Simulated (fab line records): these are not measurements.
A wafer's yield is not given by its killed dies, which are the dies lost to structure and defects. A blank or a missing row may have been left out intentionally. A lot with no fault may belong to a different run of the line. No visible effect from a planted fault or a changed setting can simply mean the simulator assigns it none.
Chamber matching	flow n5_finfet	N5_BEOL_M4_STRIP_36 on rie_diel-03 has 4 sister chambers
The step strips in N2/H2. 24 wafers are shown with their chamber, then 12 later ones without.

## WAFERS PAIRED WITH THEIR CHAMBERS
wafer	chamber	throttle_valve_pct (%)	showerhead_plenum_p_Torr (Torr)	oes_product_au (a.u.)
L075.2	1	23.49	2.56	0.86
L075.4	3	23.39	2.70	0.85
L075.5	2	23.98	2.54	0.73
L076.1	3	23.39	2.70	0.86
L076.2	0	23.73	2.38	0.71
L076.3	2	24.00	2.54	0.72
L076.4	1	23.52	2.56	0.85
L076.5	0	23.73	2.38	0.71
L076.6	3	23.41	2.70	0.85
L077.2	1	23.50	2.56	0.85
L077.4	2	23.99	2.54	0.72
L077.5	0	23.71	2.38	0.70
L083.1	2	23.99	2.53	0.70
L083.2	0	23.70	2.38	0.69
L083.4	3	23.43	2.69	0.82
L084.1	0	23.73	2.38	0.68
L084.2	2	24.04	2.53	0.70
L084.4	1	23.52	2.56	0.83
L094.3	2	24.06	2.52	0.68
L094.4	0	23.49	2.69	0.97
L094.5	2	24.07	2.52	0.68
L089.3	3	23.47	2.68	0.79
L089.5	0	23.47	2.69	0.96
L089.6	3	23.47	2.68	0.79

SIGNATURES (averages over the wafers above)
reading	chamber 0	chamber 1	chamber 2	chamber 3	scatter within a chamber
throttle_valve_pct	23.6514	23.5075	24.0186	23.4267	0.0703
showerhead_plenum_p_Torr	2.4686	2.5600	2.5314	2.6917	0.0831
oes_product_au	0.7743	0.8475	0.7043	0.8267	0.0743
Rule: distance of a wafer from a chamber = root of the sum over the readings of ((wafer's reading minus chamber's mean) / reading's scatter) squared. The wafer belongs to the nearest chamber; if the next one is less than 2 further off, it can't be placed. The scatter is the square root of a quotient: the sum, over the shown wafers, of each reading's squared deviation from its chamber's mean, divided by wafers minus chambers.

## WAFERS MISSING THEIR CHAMBER
wafer	throttle_valve_pct (%)	showerhead_plenum_p_Torr (Torr)	oes_product_au (a.u.)
L092.1	23.47	2.68	0.78
L092.2	23.50	2.69	0.95
L092.3	24.02	2.52	0.68
L092.4	23.58	2.54	0.80
L092.5	23.47	2.68	0.79
L092.6	24.03	2.52	0.69
L087.1	23.50	2.69	0.94
L087.2	23.59	2.54	0.78
L087.3	23.48	2.68	0.78
L086.3	23.50	2.69	0.95
L086.4	23.52	2.67	0.78
L086.5	23.57	2.54	0.78

## WHICH CHAMBER EACH WENT THROUGH
wafer	from the rows above	in truth
L092.1	can't be placed: 3 or 1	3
L092.2	can't be placed: 3 or 1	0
L092.3	2	2
L092.4	can't be placed: 1 or 0 or 3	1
L092.5	can't be placed: 3 or 1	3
L092.6	2	2
L087.1	can't be placed: 3 or 1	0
L087.2	can't be placed: 0 or 1 or 3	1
L087.3	can't be placed: 3 or 1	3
L086.3	can't be placed: 3 or 1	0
L086.4	can't be placed: 3 or 1 or 0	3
L086.5	can't be placed: 1 or 0 or 3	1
2 of 12 placed correctly. Cannot be placed on the basis of these rows: 10; the candidates contain the true chamber in 7. Placed wrongly: 0.
